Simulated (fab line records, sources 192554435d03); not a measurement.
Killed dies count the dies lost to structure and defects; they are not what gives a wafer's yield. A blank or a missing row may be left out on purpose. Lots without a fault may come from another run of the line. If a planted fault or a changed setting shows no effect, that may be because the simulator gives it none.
Split-lot trial | flow n5-finfet | 21 wafers read across 7 lots, on a route 1938 steps long

## ON THE SPLIT
At N5_FIN_CUT_CUT_ETCH_26 (etches SiNx in CH3F/O2, target depth 39 nm, time 55.7 s), the setting time-s was moved away from the recipe's 55.7 s on 9 of the 21 wafers read, by -20.3% to -5.7%. The other wafers ran this setting at the recipe's value.

The reading is taken at the split's own step.

## THE READING
SOC_of_FIN_CUT_COAT_18.thk-nm (the simulator's own value, which no gauge read), in nm, at N5_FIN_CUT_CUT_ETCH_26 (etches SiNx in CH3F/O2, target depth 39 nm, time 55.7 s). There is no usual value for it anywhere in the file. The 12 wafers here that ran the recipe average 211.5 nm, standard deviation 0.67 nm.

wafer  | tool, chamber at the split | time-s as run, s | against the recipe | SOC_of_FIN_CUT_COAT_18.thk-nm, nm | against lot-mates on the recipe
L078.2 | rie-diel-02, 2             | 55.7             | recipe             | 211.4                             | -
L078.3 | rie-diel-02, 1             | 55.7             | recipe             | 210.4                             | -
L078.5 | rie-diel-02, 0             | 51.75            | -7.1%              | 211.8                             | +0.9
L085.1 | rie-diel-04, 0             | 55.7             | recipe             | 212                               | -
L085.4 | rie-diel-04, 1             | 52.53            | -5.7%              | 212.8                             | +0.8
L085.5 | rie-diel-04, 3             | 52.53            | -5.7%              | 212.4                             | +0.4
L086.1 | rie-diel-04, 1             | 47.16            | -15.3%             | 215.2                             | +2.8
L086.5 | rie-diel-04, 3             | 47.16            | -15.3%             | 214.6                             | +2.2
L086.6 | rie-diel-04, 1             | 55.7             | recipe             | 212.4                             | -
L092.1 | rie-diel-01, 1             | 44.68            | -19.8%             | 215.8                             | +4.0
L092.4 | rie-diel-01, 0             | 44.68            | -19.8%             | 214.6                             | +2.8
L092.6 | rie-diel-01, 1             | 55.7             | recipe             | 211.8                             | -
L093.2 | rie-diel-02, 0             | 55.7             | recipe             | 210.6                             | -
L093.4 | rie-diel-02, 1             | 44.4             | -20.3%             | 214.6                             | +3.8
L093.6 | rie-diel-02, 0             | 55.7             | recipe             | 211                               | -
L094.2 | rie-diel-02, 1             | 51.21            | -8.1%              | 213.2                             | +1.6
L094.3 | rie-diel-02, 2             | 55.7             | recipe             | 211.6                             | -
L094.6 | rie-diel-02, 1             | 55.7             | recipe             | 211.6                             | -
L096.1 | rie-diel-04, 2             | 55.7             | recipe             | 212                               | -
L096.2 | rie-diel-04, 3             | 55.7             | recipe             | 212.2                             | -
L096.3 | rie-diel-04, 0             | 55.7             | recipe             | 210.4                             | -

FIT RESULTS
A straight line over all 21 wafers: SOC_of_FIN_CUT_COAT_18.thk-nm changes by -0.189 nm for each +1% of time-s; r = -0.91; the points scatter about the line by 0.67 nm.
The same after taking each lot's own level away (the mean of its wafers on the recipe; 21 wafers): -0.173 nm for each +1%; r = -0.95; scatter 0.46 nm.
On that fit, the largest move of time-s shifts the reading by 3.5 nm.
The span of the lots' own levels, 210.80 to 212.40 nm, comes to 2.4 times the standard deviation stated above.
Consequently the slope shifts little with the lot-to-lot level, the two slopes agreeing.
Check: +3.37 nm against its lot-mates is what the line predicts for one of the wafers moved furthest among these (-20.3%) when that wafer is left out of the fit. Against them it came out at +3.8 nm.

## FURTHER SPLITS ON THESE WAFERS
Note: prior to the reading, these wafers also went through further splits. Each is held against what the fit with the lots' levels taken away leaves over:
other split on the same wafers | wafers away from the commonest value | r with SOC_of_FIN_CUT_COAT_18.thk-nm (lot level and that fit taken away)
N5_FIN_SAQP_HM_DEP_03 time-s   | 7                                    | +0.03
N5_FIN_SAQP_COAT_50 spin-rpm   | 8                                    | +0.14
N5_FIN_SAQP_ETCH_64 bias-w     | 5                                    | -0.29
N5_FIN_CUT_COAT_19 spin-rpm    | 4                                    | +0.01

## THE WHOLE CHAIN: every reading that the file lists as answering this split, in the file's order
step                   | what it does                                            | reading                                                                        | change (the file's fit)               | r (the file's)
N5_FIN_CUT_CUT_ETCH_26 | etches SiNx in CH3F/O2, target depth 39 nm, time 55.7 s | etch.depth-nm (the simulator's own value, which no gauge read)                 | +0.376 nm for each +1% of the setting | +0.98
N5_FIN_CUT_CUT_ETCH_26 | etches SiNx in CH3F/O2, target depth 39 nm, time 55.7 s | SOC_of_FIN_CUT_COAT_18.thk-nm (the simulator's own value, which no gauge read) | -0.173 nm for each +1% of the setting | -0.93

## THE FILE'S OWN FIT
SOC_of_FIN_CUT_COAT_18.thk-nm changes by -0.173 nm for each +1% of time-s, r = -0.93.
